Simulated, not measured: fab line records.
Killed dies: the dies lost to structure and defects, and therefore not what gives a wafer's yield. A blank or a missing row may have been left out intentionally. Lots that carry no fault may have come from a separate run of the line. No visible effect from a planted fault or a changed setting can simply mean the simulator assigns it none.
Which tool is to blame? -- flow n5_finfet -- 66 wafers sampled from 22 lots at 1 step of a route of 1938

== WHAT THE GAUGES SHOWED, per wafer ==
N5_BEOL_M1_OVL_MEAS_29.
lot,measured,on,V0_OVL (nm)
L074,day 6 06:38,overlay-01,-0.6 0.1 -1.2
L075,day 6 11:18,overlay-02,1.5 0.4 0.3
L076,day 6 17:49,overlay-01,0.2 -0.5 -0.9
L077,day 6 21:25,overlay-01,0.5 0.0 0.0
L078,day 7 00:38,overlay-02,0.8 0.3 0.4
L079,day 7 13:40,overlay-01,-0.7 -0.1 -0.4
L080,day 7 17:32,overlay-01,-0.4 -1.5 -1.0
L081,day 7 19:14,overlay-01,-0.3 -0.6 0.5
L083,day 8 10:40,overlay-02,1.8 -0.6 -0.6
L085,day 9 03:07,overlay-01,0.2 -0.3 0.4
L086,day 9 07:07,overlay-02,-0.7 -1.0 0.1
L087,day 9 14:42,overlay-02,-0.4 -1.5 -0.7
L088,day 10 02:29,overlay-02,1.1 1.0 0.2
L089,day 10 04:12,overlay-02,0.7 -0.3 1.0
L090,day 10 08:40,overlay-02,0.3 0.4 -0.4
L092,day 10 11:46,overlay-01,0.5 -0.7 0.5
L091,day 10 20:29,overlay-02,-0.4 -0.5 0.1
L093,day 10 22:56,overlay-02,1.5 1.0 1.3
L094,day 11 01:35,overlay-01,0.0 0.9 0.6
L095,day 11 05:00,overlay-02,-1.3 -0.5 -1.0
L096,day 11 15:19,overlay-01,-0.6 -0.6 -1.4
L097,day 12 05:06,overlay-02,-1.2 -0.3 -0.2

== TOOL THAT RAN EACH LOT (tool first, then ch and the chambers of the sampled wafers, then the start) ==
No process step before these readings appears in the record.

== WHAT THE TOOLS THEMSELVES READ (means of the sampled wafers that have a number; where no wafer has one, the mark that the record gives instead) ==
The record holds no such reading with a usual standard deviation.

== THE ANSWER, worked out from the rows above alone ==
Rule: the usual values come from the lots themselves. Put in order of their means at a reading, lots are off if they are a third of the lots or fewer, leave a main group of 4 or more, and stand apart from it by a gap of 3 or more times the standard deviation of the main group's means; of several such gaps the widest counts. Not used: any main group whose means are identical at the precision the tables above print for the reading. A lot without any number at a reading at which 4 lots or more have one is off too. All remaining lots with rows at the step are treated as sound. First the gauges in route order, then the tools' own readings, where a lot's mean is used as printed above. The first step at which some lot is off is used, and at that step the reading that is off furthest; a lot without a number counts as furthest.
No lot is off on any of the readings shown, so nothing can be concluded from this.

== WHAT WAS PUT IN BY THE SIMULATOR ==
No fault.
